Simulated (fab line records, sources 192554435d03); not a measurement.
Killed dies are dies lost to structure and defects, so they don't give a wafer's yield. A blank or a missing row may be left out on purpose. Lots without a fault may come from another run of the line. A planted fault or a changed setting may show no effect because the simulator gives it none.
A struck lot beside a sound one | flow n5_finfet | 15 steps out of a route of 1938
Sound: wafers L772.2, L772.3, L772.5. Struck: wafers L768.3, L768.4, L768.5. The cause comes at the end.
At each step with rows: each side's tool, then ch and its chambers, then its first start. Under that, the readings that differ: sound wafers | struck wafers | difference of the means | sigmas: that difference in standard deviations of wafers without a fault.
alike: readings whose means differ by less than 2 such deviations, and words and numbers that are the same on both sides. not compared: withheld readings, readings that some wafer has no value for, bounds like >300 that may hide the same value, and numbers for which the record gives no deviation and whose values overlap.
The two part at a step that has a row with sigmas, a row that says differs or no value, or rows on one side only. Numbers that don't overlap but have no deviation are shown without sigmas and don't part them. A reading that every wafer of one side lacks parts them only if that side has two wafers or more.

first, 8 steps without rows for these wafers: N5_BEOL_M6_COAT_64 (time 60 s, resist thk 12 nm); N5_BEOL_M6_COAT_71 (time 60 s, resist thk 5 nm); N5_BEOL_M6_COAT_22 (resist thk 30 nm); N5_BEOL_M6_EBR_24; N5_BEOL_M6_SOFTBAKE_23 (time 60 s); N5_BEOL_M6_EXPOSE_25 (exposes mask V5, target cd 40 nm); N5_BEOL_M6_PEB_26 (peb time 60 s); N5_BEOL_M6_DEVELOP_27 (develop time 30 s).
N5_BEOL_M6_CD_MEAS_28: target cd 40 nm.
  sound on cd_sem-03 ch 0, day 14 04:36; struck on cd_sem-02 ch 0, day 12 23:04
  alike: cd_nm
N5_BEOL_M6_OVL_MEAS_29:
  sound on overlay-02 ch 0, day 14 04:38; struck on overlay-01 ch 0, day 12 23:06
  alike: V5_OVL
N5_BEOL_M6_INSPECT_30: inspects for defects (brightfield).
  sound on defect_inspect-01, day 14 04:41; struck on defect_inspect-02, day 12 23:09
  alike: raw_defect_count
N5_BEOL_M6_DESCUM_33: chemistry O2, time 7 s.
  sound on rie_diel-05 ch 0,1,3, day 14 04:43; struck on rie_diel-05 ch 0,1,2, day 12 23:11
  alike: drypump_motor_current_A, oes_product_au, rf_vpp_V, showerhead_plenum_p_Torr, throttle_valve_pct
  not compared: rf_hours_counter_h
N5_BEOL_M6_ETCH_72: etches underlayer in N2/H2, target depth 6.5 nm, time 5.2 s.
  sound on rie_diel-05 ch 0,1,3, day 14 04:46; struck on rie_diel-05 ch 0,1,2, day 12 23:13
  no value came back on the struck wafers for any of 8 readings (bias_w (W), chamber_pressure_mTorr (mTorr) and others); on the sound wafers bias_w (W) reads 149.4 150.2 149.3
  not compared: rf_hours_counter_h
N5_BEOL_M6_ETCH_65: etches SiARC in CF4, target depth 15.6 nm, time 26 s.
  sound on rie_diel-05 ch 0,1,3, day 14 04:46; struck on rie_diel-05 ch 0,1,2, day 12 23:14
  alike: bias_w, cf4_flow_sccm, drypump_motor_current_A, etch_rf_on_time_s, oes_product_au, rf_vpp_V, showerhead_plenum_p_Torr, throttle_valve_pct
  not compared: rf_hours_counter_h
N5_PASSIVATION_PROBE_49:
  the record has rows for the sound wafers here (prober-01, day 17 23:05) and none for the struck ones

WHERE THEY PART
First at N5_BEOL_M6_ETCH_72; last, within this record, at N5_PASSIVATION_PROBE_49.

WHY: what the simulator had put in
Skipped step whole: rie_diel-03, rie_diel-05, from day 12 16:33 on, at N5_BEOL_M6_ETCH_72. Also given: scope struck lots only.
